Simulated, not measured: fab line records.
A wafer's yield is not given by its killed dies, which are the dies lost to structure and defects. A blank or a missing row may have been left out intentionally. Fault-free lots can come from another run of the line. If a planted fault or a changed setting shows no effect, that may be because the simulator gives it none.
2 desks, one fault + flow n5-finfet + each desk holds nothing but its own numbers, with what lay behind them at the end

== METROLOGY DESK ==
Means of the sampled wafers that have a number, per lot and without regard to the tool the lot ran on: this is what the gauges read. Any lot whose mean is over 4 standard deviations away from the usual mean is out of limits and marked OUT; that distance is given in the brackets. Of its 25 readings 7 are shown: those that lie furthest out on some lot.
Columns: A = trench-depth-nm at N5_BEOL_M12_OCD_MEAS_35, usual 318 nm; B = M12_THK at N5_BEOL_M12_THK_MEAS_50, usual 313 nm; C = M12_RS at N5_BEOL_M12_RS_MEAS_54, usual 0.0602 ohm/sq; D = COMB_M11 at N5_BEOL_M15_RC_MEAS_101, usual 1.5e-11 S/m; E = SERP_M11 at N5_BEOL_M15_RC_MEAS_101, usual 3.07 ohm/um; F = SERP_M12 at N5_BEOL_M15_RC_MEAS_101, usual 0.640 ohm/um; G = SERP_M12_max_site at N5_BEOL_M15_RC_MEAS_101, usual 0.652 ohm/um
| lot  | first seen here | A   | B   | C      | D       | E    | F     | G     |
|------|-----------------|-----|-----|--------|---------|------|-------|-------|
| L562 | day 10 23:59    | 319 | 312 | 0.0602 | 2.0e-11 | 3.08 | 0.642 | 0.655 |
| L564 | day 11 04:14    | 313 | 304 | 0.0615 | 1.5e-11 | 3.19 | 0.671 | 0.689 |
| L571 | day 12 13:44    | 342 | 339 | 0.0568 | 2.1e-11 | 3.15 | 0.597 | 0.606 |
| L572 | day 13 04:05    | 315 | 311 | 0.0603 | 1.7e-11 | 3.01 | 0.642 | 0.653 |
| L581 | day 15 14:50    | 313 | 311 | 0.0611 | 1.4e-11 | 2.96 | 0.653 | 0.663 |
| L582 | day 15 16:37    | 327 | 322 | 0.0587 | 1.9e-11 | 3.07 | 0.613 | 0.625 |
| L585 | day 17 01:13    | 328 | 327 | 0.0581 | 1.2e-11 | 2.90 | 0.620 | 0.631 |
This desk found nothing out of limits on any of the 7 lots.

== TOOL OWNER'S DESK, rie-diel-05 ==
The tool's own readings at N5_BEOL_M12_TRENCH_ETCH_34 (etches SiOC in C4F8/O2/Ar, target depth 318.95 nm, time 125.5 s): means of the sampled wafers that have a number, for each lot that ran on this tool. Any lot whose mean is over 4 standard deviations away from the usual mean is out of limits and marked OUT; that distance is given in the brackets.
Columns: A = drypump-motor-current-A at N5_BEOL_M12_TRENCH_ETCH_34, usual 5.6 A; B = oes-product-au at N5_BEOL_M12_TRENCH_ETCH_34, usual 0.83 a.u.; C = rf-vpp-V at N5_BEOL_M12_TRENCH_ETCH_34, usual 666 V; D = showerhead-plenum-p-Torr at N5_BEOL_M12_TRENCH_ETCH_34, usual 3.44 Torr; E = throttle-valve-pct at N5_BEOL_M12_TRENCH_ETCH_34, usual 24.0 %
| lot  | first seen here | A   | B    | C   | D    | E    |
|------|-----------------|-----|------|-----|------|------|
| L564 | day 11 04:04    | 5.4 | 0.79 | 666 | 3.40 | 24.0 |
| L571 | day 12 13:35    | 5.2 | 0.83 | 662 | 3.34 | 23.8 |
This desk found nothing out of limits on any of the 2 lots.

== PUT TOGETHER ==
Metrology desk: nothing out of limits seen.
The tool owner's desk saw nothing out of limits.

== WHAT THE SIMULATOR HAD INSERTED ==
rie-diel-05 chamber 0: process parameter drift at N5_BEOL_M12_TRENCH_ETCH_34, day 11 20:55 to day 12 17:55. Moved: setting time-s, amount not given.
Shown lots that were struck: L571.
